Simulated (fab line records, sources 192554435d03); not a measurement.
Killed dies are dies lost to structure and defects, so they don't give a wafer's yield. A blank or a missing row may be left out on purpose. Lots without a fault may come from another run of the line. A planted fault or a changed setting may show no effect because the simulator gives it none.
Chamber matching | flow n5_finfet | N5_FIN_CUT_ETCH_30 on rie_diel-02: 4 sister chambers
The step etches underlayer in N2/H2, target depth 13 nm, time 10.4 s. 4 wafers are shown with their chamber, then 9 later ones without.

WAFERS WITH THEIR CHAMBER
wafer  | chamber | drypump_motor_current_A (A)
L085.6 | 1       | 5.1
L086.1 | 0       | 5.5
L086.5 | 2       | 6.3
L088.5 | 3       | 5.6

WAFERS WITHOUT THEIR CHAMBER
wafer  | drypump_motor_current_A (A)
L088.6 | 5.5
L091.1 | 6.4
L091.3 | 6.4
L091.4 | 5.6
L094.1 | 5.5
L094.2 | 6.4
L094.5 | 6.4
L095.2 | 5.6
L095.5 | 5.6

WHICH CHAMBER EACH WENT THROUGH
wafer  | from the rows above     | in truth
L088.6 | can't be placed: 0 or 3 | 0
L091.1 | 2                       | 2
L091.3 | 2                       | 2
L091.4 | can't be placed: 3 or 0 | 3
L094.1 | can't be placed: 0 or 3 | 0
L094.2 | 2                       | 2
L094.5 | 2                       | 2
L095.2 | can't be placed: 3 or 0 | 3
L095.5 | can't be placed: 3 or 0 | 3
Placed correctly: 4 of 9. Can't be placed from these rows: 5 (the true chamber is among the candidates in 5). Placed wrongly: 0.
How it was worked out, from the rows above alone: a wafer's distance from a chamber is the root of the sum, over the readings, of the square of ((its reading less the chamber's mean) divided by the reading's scatter). The wafer belongs to the nearest chamber; if the next one is less than 2 further off, it can't be placed. A chamber's mean is the mean of its shown wafers. The scatter: with one shown wafer a chamber, the root of the mean of the squares of how far each hidden wafer lies from its nearest shown one.
